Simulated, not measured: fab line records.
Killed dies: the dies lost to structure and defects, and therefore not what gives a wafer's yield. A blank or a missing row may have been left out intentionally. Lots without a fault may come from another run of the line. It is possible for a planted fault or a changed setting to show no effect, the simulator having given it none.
Matching of chambers + flow nand harc + NHARC_A_SGD_CUT_CMP_21 on cmp-03: 4 sister chambers
The step polishes, target thk 148.19 nm. 8 wafers are shown with their chamber, then 12 later ones without.

== WAFERS WITH THEIR CHAMBER ==
| wafer  | chamber | motor current A (A) | time to endpoint s (s) |
|--------|---------|---------------------|------------------------|
| L085.2 | 0       | 10.0                | 53.0                   |
| L088.3 | 1       | 11.2                | 45.9                   |
| L091.2 | 2       | 11.5                | 52.7                   |
| L091.4 | 3       | 10.8                | 48.9                   |
| L091.5 | 2       | 10.8                | 50.3                   |
| L091.1 | 0       | 9.5                 | 50.6                   |
| L091.3 | 1       | 11.7                | 47.6                   |
| L091.6 | 3       | 10.4                | 46.4                   |

== WAFERS WITH NO CHAMBER GIVEN ==
| wafer  | motor current A (A) | time to endpoint s (s) |
|--------|---------------------|------------------------|
| L093.1 | 9.7                 | 52.6                   |
| L093.4 | 11.7                | 54.1                   |
| L093.6 | 10.0                | 52.8                   |
| L095.1 | 10.3                | 48.6                   |
| L095.3 | 11.6                | 49.3                   |
| L095.5 | 12.0                | 49.4                   |
| L095.2 | 10.2                | 54.8                   |
| L095.4 | 11.5                | 51.5                   |
| L095.6 | 9.5                 | 51.9                   |
| L097.4 | 10.4                | 49.2                   |
| L097.5 | 10.7                | 51.5                   |
| L097.6 | 9.5                 | 54.3                   |

== EACH ONE'S CHAMBER ==
| wafer  | from the rows above          | in truth                   |
|--------|------------------------------|----------------------------|
| L093.1 | 0                            | 0                          |
| L093.4 | 2                            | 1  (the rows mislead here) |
| L093.6 | 0                            | 0                          |
| L095.1 | can't be placed: 3 or 0 or 2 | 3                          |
| L095.3 | can't be placed: 1 or 2 or 3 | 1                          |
| L095.5 | can't be placed: 1 or 2 or 3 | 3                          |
| L095.2 | can't be placed: 0 or 2      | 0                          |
| L095.4 | 2                            | 2                          |
| L095.6 | 0                            | 0                          |
| L097.4 | can't be placed: 3 or 0 or 2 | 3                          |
| L097.5 | can't be placed: 2 or 3 or 0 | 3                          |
| L097.6 | 0                            | 0                          |
Correct placement for 5 of the 12. Cannot be placed on the basis of these rows: 6; the candidates contain the true chamber in 6. Number placed wrongly: 1.
How it was worked out, from the rows above alone: a wafer's distance from a chamber is the root of the sum, over the readings, of the square of ((its reading less the chamber's mean) divided by the reading's scatter). The wafer belongs to the nearest chamber; if the next one is less than 2 further off, it can't be placed. A chamber's mean is the mean of its shown wafers. The scatter is the square root of a quotient: the sum, over the shown wafers, of each reading's squared deviation from its chamber's mean, divided by wafers minus chambers.
